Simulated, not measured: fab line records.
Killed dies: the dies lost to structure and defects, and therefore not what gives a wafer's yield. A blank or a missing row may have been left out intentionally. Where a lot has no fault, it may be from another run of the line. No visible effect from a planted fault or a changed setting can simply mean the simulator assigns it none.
fab line records	flow n5Finfet
record lots=6	wafers=18	lastDay=17
route steps=1938 shown BEOL_M9@1406 PASSIVATION@1936
lots untouched by any fault: they come from a run of this same line in which no faults occurred
startH: start of the lot's first displayed wafer, in hours after the record's first day	waitH: how many hours have passed since the lot's step before this one	" the same as in the row above	L1.1+2: a row that stands for several wafers	- either no value or no given start	* or withheld: withheld	< > ~ a bound
route shown NAME@n: NAME is a module with steps in the file, n the number in the route of the first one	usual: mean/standard deviation taken from wafers without a fault	same: alike in all rows	chamber/n: place in a boat	sites: each site's reading	_std_site: standard deviation across them	_edge_site: inner sites' mean taken away from outer sites' mean	radiusMm: how far each site lies from the wafer's centre	mask NAME#n: copy n	behind: the most recent tool/chamber to have shaped the wafer	hold: the reason the lot was held/the length of the hold in hours/how it ended	device: which transistor (n, p or np) failed to switch	end of line: the same wafers' tests at the end of the route	a step given without rows: its recipe and nothing more	killed: not the wafer's yield, but the dies lost to structure and defects at the first sort	map: shows each die of a wafer: x if killed, . if not, _ if none is there
set.NAME: the setting that was run; set.NAME@STEP: the one run at that earlier step	model.NAME: the simulator's own value behind a step, which no gauge read
certain route steps with their lots: each step a table, each wafer a row
services: the hour from which a tool's chamber was out of use, counted from the record's first day as startH (under 0 if before that day), plus the number of hours and why
## steps
# step N5_BEOL_M9_COAT_59
# recipe resist=SOC	tempC=250	timeS=60	spinRpm=1500	resistThkNm=100
# step N5_BEOL_M9_COAT_60
# recipe resist=SiARC	tempC=220	timeS=60	spinRpm=1500	resistThkNm=30
# step N5_BEOL_M9_COAT_05
# recipe resist=CAR-ArF	spinRpm=1500	resistThkNm=90
# step N5_BEOL_M9_EBR_07
# recipe solvent=PGMEA	ebrWidthMm=1.5
# step N5_BEOL_M9_SOFTBAKE_06
# recipe tempC=110	timeS=60	resist=CAR-ArF
# step N5_BEOL_M9_EXPOSE_08
# recipe maskId=M9	na=1.35	sourceShape=dipole	sigmaInner=0.411	sigmaOuter=0.611	polarization=te	doseMj=53.75
# step N5_BEOL_M9_PEB_09
# recipe pebTempC=withheld	pebTimeS=60	resist=CAR-ArF
# step N5_BEOL_M9_DEVELOP_10
# recipe developTimeS=30	developer=TMAH	resist=CAR-ArF	rinseLiquid=diw	dry=airSpin	devTempC=23
# step N5_BEOL_M9_CD_MEAS_11
# recipe targetCdNm=64.1	landingEnergyEv=500	detector=seInlens	polarity=opening
# usual cdNm=64.2/0.53
# same landingEnergyEv=500
lot.wafer	tool	chamber	startH	waitH	cdNm
L165.3	cdSem-03	0	219.02	-	64.8
L165.4	"	0	"	"	64.3
L165.6	"	0	"	"	64.0
L169.2	cdSem-02	0	251.19	-	64.1
L169.4	"	0	"	"	64.1
L169.5	"	0	"	"	63.5
L176.1	cdSem-02	0	286.68	-	64.6
L176.3	"	0	"	"	64.0
L176.5	"	0	"	"	64.1
L179.2	cdSem-02	0	312.39	-	64.2
L179.3	"	0	"	"	64.7
L179.6	"	0	"	"	64.7
L181.2	cdSem-01	0	316.43	-	64.0
L181.5	"	0	"	"	63.9
L181.6	"	0	"	"	64.4
L185.1	cdSem-01	0	339.13	-	63.0
L185.2	"	0	"	"	62.5
L185.5	"	0	"	"	63.4
# step N5_BEOL_M9_OVL_MEAS_12
# recipe pointsPerWafer=44
# usual M9_OVL=-0.3/0.73
lot.wafer	tool	chamber	startH	waitH	M9_OVL[nm]
L165.3	overlay-02	0	219.04	0.0	-0.1
L165.4	"	0	"	"	0.3
L165.6	"	0	"	"	0.7
L169.2	overlay-02	0	251.22	0.0	-0.1
L169.4	"	0	"	"	-0.3
L169.5	"	0	"	"	0.9
L176.1	overlay-01	0	286.71	0.0	0.2
L176.3	"	0	"	"	-0.7
L176.5	"	0	"	"	-1.2
L179.2	overlay-02	0	312.42	0.0	0.9
L179.3	"	0	"	"	0.1
L179.6	"	0	"	"	0.4
L181.2	overlay-02	0	316.46	0.0	-1.1
L181.5	"	0	"	"	-1.0
L181.6	"	0	"	"	-2.1
L185.1	overlay-01	0	339.16	0.0	0.1
L185.2	"	0	"	"	-1.4
L185.5	"	0	"	"	-0.6
# step N5_BEOL_M9_INSPECT_13
# recipe mode=adi	inspectInstrument=brightfield
# usual rawDefectCount=432/81
lot.wafer	tool	chamber	startH	waitH	rawDefectCount
L165.3	defectInspect-02	-	219.07	0.0	315
L165.4	"	-	"	"	515
L165.6	"	-	"	"	557
L169.2	defectInspect-02	-	251.24	0.0	351
L169.4	"	-	"	"	385
L169.5	"	-	"	"	332
L176.1	defectInspect-01	-	286.74	0.0	467
L176.3	"	-	"	"	387
L176.5	"	-	"	"	513
L179.2	defectInspect-01	-	312.44	0.0	313
L179.3	"	-	"	"	343
L179.6	"	-	"	"	370
L181.2	defectInspect-02	-	316.48	0.0	420
L181.5	"	-	"	"	494
L181.6	"	-	"	"	388
L185.1	defectInspect-01	-	339.18	0.0	449
L185.2	"	-	"	"	470
L185.5	"	-	"	"	444
# step N5_BEOL_M9_DESCUM_16
# recipe chemistry=O2	timeS=7.9	sourcePowerW=50	biasPowerW=20	pressureMtorr=20	rfFrequencyHz=2.712e+07	tempC=40	resist=CAR-ArF	o2FlowSccm=225
# usual drypumpMotorCurrentA=5.7/0.32	oesProductAu=0.75/0.072	rfVppV=243.0/1.3	showerheadPlenumPTorr=2.08/0.073	throttleValvePct=20.52/0.21
lot.wafer	tool	chamber	startH	waitH	drypumpMotorCurrentA	oesProductAu	rfHoursCounterH	rfVppV	showerheadPlenumPTorr	throttleValvePct
L165.3	rieDiel-05	1	219.13	0.1	5.8	0.72	173	243.3	2.07	20.02
L165.4	"	0	"	"	5.8	0.76	-	240.4	2.01	20.71
L165.6	"	1	"	"	5.8	0.72	-	243.8	2.07	20.00
L169.2	rieDiel-03	0	252.59	1.3	5.4	0.69	223	241.7	2.05	20.51
L169.4	"	1	"	"	6.2	0.69	-	243.9	1.99	20.67
L169.5	"	3	"	"	5.2	0.73	-	242.1	2.06	20.46
L176.1	rieDiel-05	3	286.77	0.0	6.1	0.85	48	244.6	2.21	20.55
L176.3	"	2	"	"	5.6	0.83	76	243.2	2.11	20.25
L176.5	"	2	"	"	5.6	0.82	-	242.6	2.11	20.24
L179.2	rieDiel-05	2	312.47	0.0	5.6	0.83	83	244.2	2.10	20.25
L179.3	"	0	"	"	5.8	0.73	189	241.2	2.00	20.75
L179.6	"	1	"	"	5.7	0.71	-	242.0	2.06	20.04
L181.2	rieDiel-06	0	316.51	0.0	5.8	0.69	191	243.8	2.08	20.76
L181.5	"	0	"	"	5.8	0.70	-	242.8	2.08	20.76
L181.6	"	3	"	"	5.8	0.84	-	243.6	2.12	20.75
L185.1	rieDiel-03	2	339.26	0.1	5.5	0.84	43	245.4	2.23	20.43
L185.2	"	3	"	"	5.2	0.71	231	241.0	2.05	20.51
L185.5	"	2	"	"	5.5	0.84	-	244.7	2.23	20.43
# step N5_BEOL_M9_ETCH_61
# recipe chemistry=CF4	target=SiARC	targetDepthA=390	maskMaterial=CAR-ArF	timeS=65	ionEnergyEv=80	pressureMtorr=40	sourceW=545	biasW=36	Ar_flow_sccm=100	cf4FlowSccm=100	ends=cleared
# usual drypumpMotorCurrentA=5.7/0.32	etchRfOnTimeS=64.2/1.7	oesProductAu=0.64/0.057	rfVppV=184.0/1.1	showerheadPlenumPTorr=2.14/0.067	throttleValvePct=15.74/0.18
lot.wafer	tool	chamber	startH	waitH	drypumpMotorCurrentA	etchRfOnTimeS	oesProductAu	rfHoursCounterH	rfVppV	showerheadPlenumPTorr	throttleValvePct
L165.3	rieDiel-05	1	219.17	0.0	5.7	65.0	0.62	173	184.1	2.13	15.40
L165.4	"	0	"	"	5.8	61.4	0.66	-	182.1	2.07	15.93
L165.6	"	1	"	"	5.7	65.1	0.61	-	185.2	2.13	15.39
L169.2	rieDiel-03	0	252.62	0.0	5.4	64.6	0.60	223	183.8	2.12	15.82
L169.4	"	1	"	"	6.2	62.2	0.61	-	182.0	2.04	15.88
L169.5	"	3	"	"	5.2	62.9	0.62	-	183.0	2.14	15.77
L176.1	rieDiel-05	3	286.81	0.0	6.1	66.9	0.71	48	185.4	2.26	15.69
L176.3	"	2	"	"	5.6	73.9	0.66	76	185.5	2.16	15.48
L176.5	"	2	"	"	5.6	73.4	0.66	-	186.9	2.16	15.47
L179.2	rieDiel-05	2	312.51	0.0	5.6	61.4	0.72	83	184.2	2.16	15.50
L179.3	"	3	"	"	6.1	80.8	0.64	56	183.6	2.26	15.70
L179.6	"	2	"	"	5.6	61.5	0.72	-	183.8	2.16	15.48
L181.2	rieDiel-06	0	316.55	0.0	5.8	64.9	0.61	191	183.6	2.14	15.97
L181.5	"	0	"	"	5.8	64.9	0.60	-	183.9	2.14	15.96
L181.6	"	3	"	"	5.8	64.5	0.71	-	183.5	2.16	15.77
L185.1	rieDiel-03	2	339.29	0.0	5.5	64.7	0.73	43	185.6	2.27	15.51
L185.2	"	3	"	"	5.2	64.0	0.60	231	184.0	2.13	15.82
L185.5	"	2	"	"	5.5	63.9	0.72	-	185.6	2.27	15.48
# step N5_BEOL_M9_ETCH_62
# recipe chemistry=N2/H2	target=SOC	targetDepthA=1100	overetchA=220	maskMaterial=SiARC	tempC=40	timeS=165	ionEnergyEv=200	pressureMtorr=30	sourceW=840	biasW=150	n2FlowSccm=200	h2FlowSccm=200
# usual drypumpMotorCurrentA=5.7/0.32	oesProductAu=0.63/0.057	rfVppV=523.6/2.5	showerheadPlenumPTorr=2.53/0.088	throttleValvePct=17.96/0.2
lot.wafer	tool	chamber	startH	waitH	drypumpMotorCurrentA	oesProductAu	rfHoursCounterH	rfVppV	showerheadPlenumPTorr	throttleValvePct
L165.3	rieDiel-05	1	219.22	0.0	5.7	0.61	173	521.9	2.52	17.52
L165.4	"	0	"	"	5.9	0.63	-	521.7	2.43	17.94
L165.6	"	1	"	"	5.7	0.61	-	524.7	2.52	17.52
L169.2	rieDiel-03	0	252.67	0.0	5.4	0.59	223	523.3	2.52	18.16
L169.4	"	1	"	"	6.2	0.58	-	519.9	2.42	18.10
L169.5	"	3	"	"	5.2	0.61	-	522.8	2.52	18.05
L176.1	rieDiel-05	3	286.86	0.0	6.1	0.71	48	528.1	2.69	17.98
L176.3	"	2	"	"	5.6	0.70	76	524.5	2.57	17.66
L176.5	"	2	"	"	5.6	0.70	-	525.0	2.57	17.68
L179.2	rieDiel-05	2	312.56	0.0	5.6	0.69	84	524.4	2.57	17.70
L179.3	"	0	"	"	5.9	0.61	189	521.2	2.42	17.99
L179.6	"	1	"	"	5.8	0.59	-	524.6	2.51	17.59
L181.2	rieDiel-06	0	316.60	0.0	5.8	0.60	191	522.9	2.51	18.08
L181.5	"	0	"	"	5.8	0.60	-	525.3	2.51	18.06
L181.6	"	3	"	"	5.8	0.71	-	526.7	2.58	18.06
L185.1	rieDiel-03	2	339.34	0.0	5.5	0.72	43	527.9	2.70	17.67
L185.2	"	3	"	"	5.3	0.60	231	521.9	2.51	18.10
L185.5	"	2	"	"	5.6	0.71	-	528.6	2.70	17.69
# step N5_PASSIVATION_PROBE_49
# usual defectLimitedYield=91.1/1.4	killed_at_M0_to_M3=33/9.1	killed_at_M4_up=14/5.6	killedAtContacts=13/5.7	killedAtFrontEnd=42/12	killedAtOther=4/3	killedDies=105/16	killedOpen=69/11	killedShort=34/7.5	sort_bin_5_function=5.2/0.91	sort_bin_6_memory=3.3/0.64	sortNPass=1075/16	sortYieldPct=91.1/1.4
# same grossDies=1180	killedAtBackSide=0	sort_bin_4_leakage[%]=0	sort_bin_8_speed[%]=0
lot.wafer	tool	chamber	startH	waitH	defectLimitedYield[%]	killed_at_M0_to_M3	killed_at_M4_up	killedAtContacts	killedAtFrontEnd	killedAtOther	killedDies	killedOpen	killedShort	sort_bin_5_function[%]	sort_bin_6_memory[%]	sortNPass	sortYieldPct[%]
L165.3	prober-01	-	274.16	0.1	90.8	35	17	10	42	4	108	70	34	5.1	3.6	1072	90.8
L165.4	prober-01	-	274.21	0.2	91.4	43	19	6	32	1	101	71	30	5.0	3.3	1079	91.4
L165.6	prober-01	-	274.31	0.3	89.7	58	22	6	34	2	122	80	39	6.5	3.6	1058	89.7
L169.2	prober-01	-	311.06	0.2	90.3	36	11	17	45	6	115	76	38	5.0	4.2	1065	90.3
L169.4	prober-01	-	311.16	0.3	91.4	28	24	10	38	1	101	65	33	5.5	2.4	1079	91.4
L169.5	prober-01	-	311.21	0.4	91.9	23	13	12	46	1	95	66	22	4.6	3.0	1085	91.9
L176.1	prober-01	-	344.70	0.0	90.4	29	5	18	52	9	113	84	28	5.9	3.5	1067	90.4
L176.3	prober-01	-	344.80	0.1	89.3	35	15	21	51	4	126	86	38	6.9	3.4	1054	89.3
L176.5	prober-01	-	344.90	0.2	91.4	28	17	14	41	2	102	63	34	4.3	3.7	1078	91.4
# killed by level:class
L165.3 BEOL_M1:geometricParticle:open=9 BEOL_M4:geometricParticle:open=8 FIN_SAQP:geometricParticle:open=7 BEOL_M2:geometricParticle:open=7 GATE_CUT:geometricParticle:short=7 FIN_SAQP:geometricParticle:short=6 STI_FIN_REVEAL:geometricParticle:open=6 BEOL_M0_SAQP:geometricParticle:short=5
L165.4 FIN_SAQP:geometricParticle:open=9 BEOL_M0_SAQP:geometricParticle:short=9 BEOL_M0_SAQP:geometricParticle:open=7 BEOL_M1:geometricParticle:open=7 BEOL_M2:geometricParticle:open=7 BEOL_M3:geometricParticle:open=6 BEOL_M4:geometricParticle:open=6 MOL_CONTACT_COAG:geometricParticle:open=5
L165.6 BEOL_M0_SAQP:geometricParticle:open=19 BEOL_M0_SAQP:geometricParticle:short=13 BEOL_M4:geometricParticle:open=11 BEOL_M2:geometricParticle:open=9 BEOL_M1:geometricParticle:open=8 STI_FIN_REVEAL:geometricParticle:open=7 GATE_CUT:geometricParticle:short=5 FIN_SAQP:geometricParticle:open=4
L169.2 MOL_CONTACT_COAG:geometricParticle:open=13 BEOL_M0_SAQP:geometricParticle:open=13 BEOL_M0_SAQP:geometricParticle:short=8 FIN_SAQP:geometricParticle:short=7 FIN_SAQP:geometricParticle:open=7 BEOL_M3:geometricParticle:open=7 STI_FIN_REVEAL:geometricParticle:open=6 DUMMY_GATE:geometricParticle:open=5
L169.4 BEOL_M4:geometricParticle:open=12 STI_FIN_REVEAL:geometricParticle:open=10 MOL_CONTACT_COAG:geometricParticle:open=10 FIN_SAQP:geometricParticle:short=9 BEOL_M0_SAQP:geometricParticle:short=7 BEOL_M0_SAQP:geometricParticle:open=5 FIN_SAQP:geometricParticle:open=4 BEOL_M5:geometricParticle:open=4
L169.5 STI_FIN_REVEAL:geometricParticle:open=15 MOL_CONTACT_COAG:geometricParticle:open=10 BEOL_M4:geometricParticle:open=6 FIN_SAQP:geometricParticle:open=5 DUMMY_GATE:geometricParticle:open=5 BEOL_M0_SAQP:geometricParticle:short=4 BEOL_M1:geometricParticle:open=4 HKMG_FIN:areaEtch=4
L176.1 FIN_SAQP:geometricParticle:open=18 MOL_CONTACT_COAG:geometricParticle:open=15 STI_FIN_REVEAL:geometricParticle:open=11 BEOL_M1:geometricParticle:open=7 BEOL_M3:geometricParticle:open=7 FIN_SAQP:geometricParticle:short=6 BEOL_M2:geometricParticle:open=5 BEOL_M3:geometricParticle:short=5
L176.3 STI_FIN_REVEAL:geometricParticle:open=29 MOL_CONTACT_COAG:geometricParticle:open=15 BEOL_M3:geometricParticle:open=12 BEOL_M2:geometricParticle:open=8 MOL_CONTACT_COAG:geometricParticle:short=6 BEOL_M0_SAQP:geometricParticle:short=6 BEOL_M5:geometricParticle:short=5 FIN_SAQP:geometricParticle:short=3
L176.5 STI_FIN_REVEAL:geometricParticle:open=10 BEOL_M2:geometricParticle:open=10 MOL_CONTACT_COAG:geometricParticle:open=9 BEOL_M3:geometricParticle:open=8 BEOL_M4:geometricParticle:open=8 FIN_SAQP:geometricParticle:short=5 MOL_CONTACT_COAG:geometricParticle:short=5 BEOL_M4:geometricParticle:short=5
## services
tool	chamber	startH	hours	kind
rieDiel-03	2	214.25	38.8	repair
rieDiel-06	0	270.40	9.1	repair
rieDiel-05	2	270.47	12.0	repair
rieDiel-05	3	312.55	6.6	repair
rieDiel-06	2	316.25	-	clean
rieDiel-06	2	316.25	-	consumableReplace:focusRing
rieDiel-06	2	316.25	14.1	scheduledDown
rieDiel-06	2	316.25	14.1	ventCycle
rieDiel-05	2	317.23	1.2	repair
rieDiel-03	2	331.22	2.2	repair
## key
firstSign step=N5_BEOL_M9_ETCH_61	reading=etchRfOnTimeS	direction=up	sigmas=7	usual=*	struck=*
effect none on later readings
metAt N5_BEOL_M9_ETCH_61
struckWafers L176.3,L176.5,L179.3
onsetBetween 219.17 286.81
fault kind=processParameterDrift	tool=rieDiel-05	chamber=-	onsetH=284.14	steps=N5_BEOL_M9_ETCH_61	channel=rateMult	offset=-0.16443	shape=step	endH=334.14	scope=struckWafersOnly
